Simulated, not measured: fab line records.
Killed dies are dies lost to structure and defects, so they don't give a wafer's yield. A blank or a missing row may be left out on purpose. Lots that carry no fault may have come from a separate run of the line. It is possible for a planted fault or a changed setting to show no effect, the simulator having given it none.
Matching of chambers :: flow n5-finfet :: N5_PASSIVATION_STRIP_48 on rie-diel-03 has 4 sister chambers
The step strips in O2. 7 wafers are shown with their chamber, then 7 later ones without.

WAFERS, EACH WITH ITS CHAMBER
wafer: L678.2
chamber: 2
showerhead-plenum-p-Torr (Torr): 2.14
drypump-motor-current-A (A): 5.95

wafer: L678.6
chamber: 0
showerhead-plenum-p-Torr (Torr): 2.07
drypump-motor-current-A (A): 5.51

wafer: L683.3
chamber: 3
showerhead-plenum-p-Torr (Torr): 1.95
drypump-motor-current-A (A): 5.67

wafer: L683.5
chamber: 2
showerhead-plenum-p-Torr (Torr): 2.13
drypump-motor-current-A (A): 5.97

wafer: L683.6
chamber: 1
showerhead-plenum-p-Torr (Torr): 2.00
drypump-motor-current-A (A): 5.77

wafer: L686.1
chamber: 3
showerhead-plenum-p-Torr (Torr): 1.95
drypump-motor-current-A (A): 5.65

wafer: L686.4
chamber: 1
showerhead-plenum-p-Torr (Torr): 2.00
drypump-motor-current-A (A): 5.76

WAFERS MISSING THEIR CHAMBER
wafer: L686.5
showerhead-plenum-p-Torr (Torr): 1.99
drypump-motor-current-A (A): 5.80

wafer: L694.2
showerhead-plenum-p-Torr (Torr): 2.05
drypump-motor-current-A (A): 5.52

wafer: L694.3
showerhead-plenum-p-Torr (Torr): 1.99
drypump-motor-current-A (A): 5.79

wafer: L694.5
showerhead-plenum-p-Torr (Torr): 2.05
drypump-motor-current-A (A): 5.54

wafer: L699.4
showerhead-plenum-p-Torr (Torr): 2.05
drypump-motor-current-A (A): 5.52

wafer: L699.5
showerhead-plenum-p-Torr (Torr): 1.94
drypump-motor-current-A (A): 5.63

wafer: L699.6
showerhead-plenum-p-Torr (Torr): 2.12
drypump-motor-current-A (A): 5.98

EACH ONE'S CHAMBER
wafer: L686.5
from the rows above: 1
in truth: 1

wafer: L694.2
from the rows above: 0
in truth: 0

wafer: L694.3
from the rows above: 1
in truth: 1

wafer: L694.5
from the rows above: 0
in truth: 0

wafer: L699.4
from the rows above: 0
in truth: 0

wafer: L699.5
from the rows above: 3
in truth: 3

wafer: L699.6
from the rows above: 2
in truth: 2
Correct placement for 7 of the 7. Left unplaced by these rows: 0. Placed wrongly: 0.
How it was worked out, from the rows above alone: a wafer's distance from a chamber is the root of the sum, over the readings, of the square of ((its reading less the chamber's mean) divided by the reading's scatter). If the next closest chamber is less than 2 further off than the closest, the wafer can't be placed; otherwise it belongs to the closest. The mean given for a chamber averages the wafers shown for that chamber. The scatter: take each reading less its chamber's mean, square it, sum over the shown wafers, divide by the number of wafers less the number of chambers, and take the root.
